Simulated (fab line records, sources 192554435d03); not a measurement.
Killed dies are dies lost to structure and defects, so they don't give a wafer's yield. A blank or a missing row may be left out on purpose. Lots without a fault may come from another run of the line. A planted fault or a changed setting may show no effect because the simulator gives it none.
Problem report in the 8D (eight disciplines) form, filled by code | flow n5_finfet | the parts of the form that need people (team, actions taken, sign-off) are left out

1. THE PROBLEM
raw_defect_count at N5_BEOL_M5_INSPECT_13 reads a mean of 1628 on 2 wafers of 2 lots; wafers without a fault read 407 with a standard deviation of 91. That is +13 standard deviations from the usual mean.
The step: inspects for defects (brightfield).
First seen on wafer L396.3, day 12 13:34, on defect_inspect-02. The record holds 29 wafers of 10 lots with a number at this step. Rule for "out", or "out of limits": more than 4 standard deviations from the usual mean. The other wafers with a number count as sound.

2. WHAT IT IS AND WHAT IT IS NOT
question                    | is                                   | is not
which readings at this step | raw_defect_count                     | -
which lots                  | L396, L401                           | L381, L382, L390, L391, L395, L397, L398, L403
which wafers of those lots  | L396.3, L401.6                       | L396.5, L396.6, L401.3, L401.4
read on which gauges        | defect_inspect-01, defect_inspect-02 | -
when                        | from day 12 13:34                    | up to then (13 sound wafers); but 14 sound wafers of L395, L397, L398, L401, L403 came after

3. SUSPECTS, AND WHAT RULES EACH OUT
Counting: a tool at a process step up to the reading stays a suspect if it ran every lot that is out. Sound lots after the first of them don't rule it out here, since some wafers of a struck lot are sound.
- the gauge at N5_BEOL_M5_INSPECT_13: ruled out. The wafers that are out were read on 2 gauges (defect_inspect-01, defect_inspect-02).
- pecvd-03 at N5_BEOL_M4_DEP_57 (deposits SiCN from 3MS/NH3, target thk 8 nm, time 14 s): kept. It ran every lot that is out, first L396 (day 12 11:11); its last sound lot up to then is L391 (day 10 09:15).
- pvd_sputter-02 at N5_BEOL_M5_HM_DEP_02 (deposits TiN, target thk 20 nm): kept. It ran every lot that is out, first L396 (day 12 12:56); its last sound lot up to then is L391 (day 10 12:05).
Left after counting: pecvd-03 at N5_BEOL_M4_DEP_57, pvd_sputter-02 at N5_BEOL_M5_HM_DEP_02.

4. THE CAUSE (what the simulator had put in)
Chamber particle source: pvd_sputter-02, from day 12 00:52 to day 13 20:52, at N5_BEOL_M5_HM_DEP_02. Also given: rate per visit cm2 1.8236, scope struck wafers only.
Counting left 2 suspects, and this tool is among them.

5. THE CHAIN OF EFFECTS, in route order
Each row: a reading whose mean over the struck wafers that have a number lies more than 3 standard deviations from the usual. Only readings for which the record gives a usual standard deviation are gone through. hours: the time from each lot's start at the first step in this table that gives one to its start at this step, as a median over the lots. sigmas: the change in usual standard deviations.
hours | step                    | reading              | usual  | on struck wafers | change | sigmas
0     | N5_BEOL_M5_INSPECT_13   | raw_defect_count     | 407    | 1628             | +1222  | +13
103   | N5_PASSIVATION_PROBE_49 | defect_limited_yield | 91.5 % | 83.6             | -7.9   | -6.1
103   | N5_PASSIVATION_PROBE_49 | killed_at_M4_up      | 13     | 105              | +92    | +20
103   | N5_PASSIVATION_PROBE_49 | killed_dies          | 101    | 194              | +92    | +6.2
103   | N5_PASSIVATION_PROBE_49 | killed_on_rim        | 14     | 33               | +19    | +4.4
103   | N5_PASSIVATION_PROBE_49 | sort_bin_5_function  | 5.0 %  | 8.9              | +3.9   | +4.4
103   | N5_PASSIVATION_PROBE_49 | sort_n_pass          | 1079   | 986              | -92    | -5.8
103   | N5_PASSIVATION_PROBE_49 | sort_yield_pct       | 91.4 % | 83.6             | -7.8   | -5.6
The process steps in it:
- N5_PASSIVATION_PROBE_49

6. WHAT WOULD HAVE CAUGHT IT SOONER
In this record the first reading out of limits at a measuring or inspecting step was taken at day 12 13:34, 13 hours after the fault began at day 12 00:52.
Of the tool readings at N5_BEOL_M5_HM_DEP_02 for which the record gives a usual standard deviation, none was out on any struck wafer, so an alarm limit of 4 standard deviations on them would not have fired.
Of the lots that are out (2), L401 began N5_BEOL_M5_HM_DEP_02 on pvd_sputter-02 after day 12 13:34. A hold on the tool at that time would have spared it.
